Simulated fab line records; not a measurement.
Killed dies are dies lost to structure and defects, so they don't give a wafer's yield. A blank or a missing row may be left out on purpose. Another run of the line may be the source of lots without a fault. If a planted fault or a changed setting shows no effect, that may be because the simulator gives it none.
Which tool was responsible? -- flow nand_harc -- 12 lots with 36 wafers sampled at 5 steps, on a route of 1302 steps

WHAT EACH GAUGE READ, for each wafer
NHARC_END_SORT_01.
lot,measured,on,defect_limited_yield (%),killed_at_array,killed_at_other,killed_at_periphery,killed_dies,killed_open,killed_short
L538,day 26 09:13,prober-02,96 96 94,23 23 30,0 0 1,4 4 7,27 27 38,8 3 7,3 4 2
L548,day 29 22:19,prober-02,97,22,0,1,23,7,2

TOOL THAT RAN EACH LOT (tool first, then ch and the chambers of the sampled wafers, then the start)
lot,NHARC_P_CONTACT_ALD_22,NHARC_P_M0_ETCH_34,NHARC_P_M0_ETCH_15,NHARC_P_M0_PVD_21
L535,"ald_metal-04 ch 0,2,3, day 6 13:33","rie_diel-07 ch 0,2,3, day 6 15:52","rie_diel-07 ch 0,1,3, no start","pvd_sputter-02, no start"
L537,"ald_metal-01 ch 0,1,3, day 6 18:13","rie_diel-02 ch 0,1,2, day 6 20:31","rie_diel-02 ch 0,1,2, no start","pvd_sputter-02, no start"
L538,"ald_metal-01 ch 1,2, day 6 23:45","rie_diel-02 ch 0,1,2, day 7 02:44","rie_diel-02 ch 0,2,3, day 26 09:13 or earlier","pvd_sputter-01, day 26 09:13 or earlier"
L539,"ald_metal-01 ch 1,2,3, day 7 14:16","rie_diel-07 ch 0,1,2, day 7 16:43","rie_diel-07 ch 0,1, no start","pvd_sputter-03, no start"
L540,"ald_metal-03 ch 1,2, day 8 08:55","rie_diel-02 ch 1,2, day 8 11:23","rie_diel-02 ch 1,2, no start","pvd_sputter-02, no start"
L544,"ald_metal-03 ch 0,3, day 9 15:59","rie_diel-02 ch 0,1,2, day 9 18:28","rie_diel-02 ch 0,3, no start","pvd_sputter-01, no start"
L546,"ald_metal-03 ch 0,1,3, day 10 14:34","rie_diel-02 ch 0,3, day 10 17:05","rie_diel-02 ch 1,2, no start","pvd_sputter-03, no start"
L548,"ald_metal-03 ch 0,2,3, day 11 22:40","rie_diel-02 ch 0,3, day 12 01:04","rie_diel-02 ch 0,1,3, day 29 22:19 or earlier","pvd_sputter-03, day 29 22:19 or earlier"
L551,"ald_metal-01 ch 0,1,3, day 12 18:54","rie_diel-02 ch 1,2,3, day 12 21:20","rie_diel-02 ch 0,1,3, no start","pvd_sputter-01, no start"
L556,"ald_metal-04 ch 2,3, day 14 07:49","rie_diel-02 ch 0,1,3, day 14 10:14","rie_diel-02 ch 0,1, no start","pvd_sputter-01, no start"
L555,"ald_metal-01 ch 0,1,3, day 14 08:27","rie_diel-02 ch 0,1,2, day 14 10:52","rie_diel-02 ch 0,1,3, no start","pvd_sputter-03, no start"
L557,"ald_metal-04 ch 1,2,3, day 14 20:01","rie_diel-02 ch 0,1,2, day 14 22:18","rie_diel-02 ch 1,2,3, no start","pvd_sputter-01, no start"
- NHARC_P_CONTACT_ALD_22: deposits TiN, target thk 3 nm, pulse time 1 s, ald cycles 150.
- NHARC_P_M0_ETCH_34: etches the open film in N2/H2, target depth 40 nm, overetch 12 nm, time 43.94 s.
- NHARC_P_M0_ETCH_15: etches the open film in C4F8/Ar, target depth 150 nm, overetch 15 nm, time 82.5 s.
- NHARC_P_M0_PVD_21: deposits Cu, target thk 30 nm, time 20.49 s.

WHAT THE TOOLS THEMSELVES READ (means of the sampled wafers that have a number; where no wafer has one, the mark that the record gives instead)
NHARC_P_CONTACT_ALD_22.
lot,tool,heater_power_w (W),precursor_pulse_height_rel
L535,ald_metal-04,984,0.997
L537,ald_metal-01,1105,1.007
L538,ald_metal-01,1101,1.009
L539,ald_metal-01,1072,0.994
L540,ald_metal-03,1067,0.990
L544,ald_metal-03,1077,0.989
L546,ald_metal-03,1061,0.990
L548,ald_metal-03,1010,1.001
L551,ald_metal-01,1124,1.007
L556,ald_metal-04,1006,1.004
L555,ald_metal-01,1111,1.001
L557,ald_metal-04,998,1.010

NHARC_P_M0_ETCH_34.
lot,tool,drypump_motor_current_A (A),oes_product_au (a.u.),rf_vpp_V (V),run_length_s (s),showerhead_plenum_p_Torr (Torr),throttle_valve_pct (%)
L535,rie_diel-07,6.06,1.003,431,65.2,2.05,14.166
L537,rie_diel-02,6.23,1.003,428,65.3,1.97,14.171
L538,rie_diel-02,6.21,1.003,429,65.4,1.97,14.173
L539,rie_diel-07,5.92,1.004,430,65.5,1.96,14.172
L540,rie_diel-02,6.28,0.992,431,65.5,2.06,14.166
L544,rie_diel-02,6.23,0.997,429,65.4,1.97,14.168
L546,rie_diel-02,6.01,1.011,426,65.0,1.89,14.185
L548,rie_diel-02,6.04,1.002,426,65.3,1.88,14.171
L551,rie_diel-02,6.01,1.008,431,65.3,2.08,14.166
L556,rie_diel-02,5.97,0.999,428,61.4,1.99,14.163
L555,rie_diel-02,6.20,1.002,432,57.1,2.07,14.159
L557,rie_diel-02,6.21,1.008,432,61.0,2.07,14.177

NHARC_P_M0_ETCH_15.
lot,tool,oes_product_au (a.u.),rf_vpp_V (V),run_length_s (s)
L535,rie_diel-07,0.946,440,103.6
L537,rie_diel-02,0.963,439,103.9
L538,rie_diel-02,0.977,439,103.6
L539,rie_diel-07,0.979,438,103.7
L540,rie_diel-02,0.957,439,104.2
L544,rie_diel-02,0.979,437,103.5
L546,rie_diel-02,0.967,445,104.2
L548,rie_diel-02,0.961,439,103.9
L551,rie_diel-02,0.969,440,103.9
L556,rie_diel-02,0.977,439,104.0
L555,rie_diel-02,0.978,439,103.9
L557,rie_diel-02,0.976,442,104.0

NHARC_P_M0_PVD_21.
lot,tool,throttle_valve_pct (%)
L535,pvd_sputter-02,29.5
L537,pvd_sputter-02,29.3
L538,pvd_sputter-01,31.3
L539,pvd_sputter-03,29.8
L540,pvd_sputter-02,29.6
L544,pvd_sputter-01,30.2
L546,pvd_sputter-03,30.2
L548,pvd_sputter-03,30.4
L551,pvd_sputter-01,31.3
L556,pvd_sputter-01,31.4
L555,pvd_sputter-03,30.4
L557,pvd_sputter-01,32.6

THE ANSWER, worked out from the rows above alone
Rule: the usual values come from the lots themselves. Put in order of their means at a reading, lots are off if they are a third of the lots or fewer, leave a main group of 4 or more, and stand apart from it by a gap of 3 or more times the standard deviation of the main group's means; of several such gaps the widest counts. A main group whose means are all the same, to the digits that the tables above print for the reading, isn't used. A lot without any number at a reading at which 4 lots or more have one is off too. Where the step has rows for the other lots, those lots are counted as sound. First the gauges in route order, then the tools' own readings, where a lot's mean is used as printed above. The first step at which some lot is off is used, and at that step the reading that is off furthest; a lot without a number counts as furthest.
Off at NHARC_P_M0_ETCH_34 (run_length_s): L556, L555, L557. The main group: mean 65.3 s, standard deviation 0.15.
A tool fits if, at that step or a process step before it, it ran every lot that is off, and no sound lot after the first of them. One fits: NHARC_P_M0_ETCH_34 on rie_diel-02. Its last sound lot is L551 (day 12 21:20), its first lot that is off L556 (day 14 10:14): a fault that began between those two fits.
The tool's own readings at NHARC_P_M0_ETCH_34 bear it out: on the lots that are off they differ by more than 5 times the standard deviation of the sound lots' means. run_length_s reads 59.8 s there against 65.3 s on the sound lots.

WHAT WAS PUT IN BY THE SIMULATOR
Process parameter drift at NHARC_P_M0_ETCH_34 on rie_diel-02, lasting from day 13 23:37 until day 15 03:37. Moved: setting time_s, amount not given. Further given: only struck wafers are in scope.
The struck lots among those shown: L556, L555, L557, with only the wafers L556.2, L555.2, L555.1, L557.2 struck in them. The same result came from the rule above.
